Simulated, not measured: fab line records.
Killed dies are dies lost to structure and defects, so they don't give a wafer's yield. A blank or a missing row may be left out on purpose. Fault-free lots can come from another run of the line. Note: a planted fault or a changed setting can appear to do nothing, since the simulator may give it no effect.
Matching of chambers + flow nand_harc + NHARC_A_STAIRCASE_ALD_420 on ald_hk-02 has 4 sister chambers
The step deposits SiO2, target thk 20 nm, pulse time 6 s, ald cycles 200. 8 wafers are shown with their chamber, then 7 later ones without.

EACH WAFER AND ITS CHAMBER
| wafer  | chamber | heater_power_w (W) | precursor_pulse_height_rel |
|--------|---------|--------------------|----------------------------|
| L077.5 | 1       | 414                | 0.992                      |
| L078.3 | 2       | 430                | 1.010                      |
| L078.5 | 3       | 486                | 1.000                      |
| L093.1 | 0       | 435                | 1.003                      |
| L093.2 | 3       | 503                | 1.029                      |
| L093.5 | 1       | 416                | 0.995                      |
| L092.1 | 0       | 456                | 0.956                      |
| L092.5 | 2       | 416                | 1.014                      |

WAFERS WHOSE CHAMBER IS MISSING
| wafer  | heater_power_w (W) | precursor_pulse_height_rel |
|--------|--------------------|----------------------------|
| L092.6 | 409                | 1.000                      |
| L097.1 | 409                | 1.006                      |
| L097.3 | 451                | 1.006                      |
| L097.6 | 402                | 1.008                      |
| L096.3 | 515                | 1.017                      |
| L096.5 | 497                | 1.005                      |
| L096.6 | 421                | 0.985                      |

WHICH CHAMBER EACH WENT THROUGH
| wafer  | from the rows above          | in truth |
|--------|------------------------------|----------|
| L092.6 | can't be placed: 1 or 2      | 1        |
| L097.1 | can't be placed: 1 or 2      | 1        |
| L097.3 | can't be placed: 0 or 2 or 1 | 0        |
| L097.6 | can't be placed: 1 or 2      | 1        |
| L096.3 | 3                            | 3        |
| L096.5 | 3                            | 3        |
| L096.6 | can't be placed: 1 or 2 or 0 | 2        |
2 of 7 placed correctly. Can't be placed from these rows: 5 (the true chamber is among the candidates in 5). Number placed wrongly: 0.
How it was worked out, from the rows above alone: a wafer's distance from a chamber is the root of the sum, over the readings, of the square of ((its reading less the chamber's mean) divided by the reading's scatter). If the next closest chamber is less than 2 further off than the closest, the wafer can't be placed; otherwise it belongs to the closest. The mean given for a chamber averages the wafers shown for that chamber. How the scatter is found: for the shown wafers, subtract from each reading the mean of its chamber, square and add these, divide the total by (wafers less chambers), then take the root.
